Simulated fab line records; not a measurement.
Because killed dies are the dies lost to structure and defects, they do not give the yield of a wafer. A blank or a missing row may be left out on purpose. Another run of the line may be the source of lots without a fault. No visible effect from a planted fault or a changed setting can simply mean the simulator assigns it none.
A struck lot beside a sound one | flow n5-finfet | 21 steps out of a route of 1938
Sound: the wafers L270.2, L270.4, L270.6. Struck: wafer L261.6. (L261.1, L261.4 of the same lot were not struck and are left out.) The cause comes at the end.
Order at every step that has rows: each side's tool, ch and its chambers, its first start. Under that, the readings that differ: sound wafers | struck wafers | difference of the means | sigmas: that difference in standard deviations of wafers without a fault.
alike: same words and numbers on both sides, and readings whose means sit less than 2 such deviations apart. not compared: any withheld reading, any reading some wafer has no value for, any bound like >300 that may hide the same value, and any number with overlapping values for which the record gives no deviation.
Wherever a step has rows on one side only, a row that says differs or no value, or a row with sigmas, the two part there. Non-overlapping numbers with no deviation appear without sigmas and do not part them. A reading that every wafer of one side lacks parts them only if that side has two wafers or more.

first, 9 steps without rows for these wafers: N5_FIN_SAQP_EXPOSE_13 (exposes mask FIN CORE, target cd 35.6 nm); N5_FIN_SAQP_PEB_14 (peb time 60 s); N5_FIN_SAQP_DEVELOP_15 (develop time 30 s); N5_FIN_SAQP_DESCUM_21 (chemistry O2, time 7.9 s); N5_FIN_SAQP_ETCH_51 (etches SiARC in CF4, target depth 45.5 nm, time 75.8 s); N5_FIN_SAQP_ETCH_52 (etches SOC in N2/H2, target depth 100 nm, overetch 20 nm, time 150 s); N5_FIN_SAQP_STRIP_53 (strips in N2/H2); N5_FIN_SAQP_HM_OPEN_73 (chemistry CHF3/O2, target SiO2, stops on a-Si, target depth 12 nm, time 16.8 s); N5_FIN_SAQP_STRIP_74 (strips in CHF3/O2).
N5_FIN_SAQP_MANDREL_ETCH_22: etches a-Si in HBr/Cl2, stops on SiNx, target depth 60 nm, bt time 10 s, time 30 s.
  sound on rie-si-05 ch 0,1,2, day 7 15:43; struck on rie-si-03 ch 3, day 5 10:43
  reading                                     | sound             | struck | difference | sigmas
  throttle-valve-pct (%)                      | 35.1 35.4 35.0    | 36.2   | +1.0       | +2
  model.SOC_of_FIN_SAQP_COAT_49.thk-nm (nm)   | 75.49 75.44 75.2  | 67.65  | -7.73      |
  model.SiNx_of_FIN_SAQP_PECVD_48.thk-nm (nm) | 25.12 25.66 25.46 | 21.06  | -4.35      |
  alike: drypump-motor-current-A, oes-product-au
  not compared: rf-hours-counter-h
then, 7 steps without rows for these wafers: N5_FIN_SAQP_STRIP_55 (strips in N2/H2); N5_FIN_SAQP_STRIP_23 (strips in SPM, time 750 s); N5_FIN_SAQP_SRD_66 (time 30 s); N5_FIN_SAQP_RECESS_75 (chemistry HF/NH3, target SiO2, target depth 14.4 nm, afs cycles 3, sublimation time 60 s); N5_FIN_SAQP_SPACER1_ALD_24 (deposits SiO2, target thk 20.3 nm, pulse time 1 s, purge time 2 s); N5_FIN_SAQP_SPACER1_ETCHBACK_25 (etches SiO2 in CHF3/O2, target depth 24.4 nm, time 12.2 s); N5_FIN_SAQP_MANDREL1_REMOVE_56 (chemistry HBr/Cl2/O2, target a-Si, stops on SiNx, bt time 10 s).
N5_FIN_SAQP_ETCH_57: etches SiNx in CH3F/O2, target depth 32.5 nm, time 46.4 s.
  sound on rie-diel-03 ch 0,1, day 7 17:30; struck on rie-diel-03 ch 1, day 5 13:53
  reading                  | sound             | struck | difference | sigmas
  etch-rf-on-time-s (s)    | 45.2 48.3 45.7    | 37.8   | -8.6       | -8
  mfc-ar-sccm (sccm)       | 150.2 150.2 150.4 | 148.9  | -1.4       | -3
  model.etch.depth-nm (nm) | 25.12 25.66 25.46 | 21.06  | -4.35      |
  alike: drypump-motor-current-A, oes-product-au, rf-vpp-V, showerhead-plenum-p-Torr, throttle-valve-pct
  not compared: rf-hours-counter-h
then, 1 step without rows for these wafers: N5_FIN_SAQP_ETCH_65 (etches SiO2 in CF4, target depth 4 nm, time 4.4 s).
-- a jump in the record: the struck wafers' starts before and after are 7 days apart (it breaks off in module FIN_SAQP and resumes in module BEOL_M4, where the first step shown is number 1111 of the route) --
N5_BEOL_M4_RC_MEAS_101:
  sound on prober-01 ch 0, day 15 11:52; struck on prober-02 ch 0, day 12 18:31
  alike: DIBL_N, DIBL_P, IOFF_N, IOFF_P, ION_N, ION_P, SS_N, SS_P, VT_N, VT_P
next, for these wafers, 1 step has no rows: N5_PASSIVATION_PROBE_49.

== WHERE THEY PART ==
Last at N5_FIN_SAQP_ETCH_57 as far as this record goes, first at N5_FIN_SAQP_MANDREL_ETCH_22. Later steps at which nothing parts them and some readings are alike: N5_BEOL_M4_RC_MEAS_101.

WHY: what the simulator had put in
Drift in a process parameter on rie-si-03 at N5_FIN_SAQP_MANDREL_ETCH_22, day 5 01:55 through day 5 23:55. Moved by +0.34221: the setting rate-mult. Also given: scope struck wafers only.
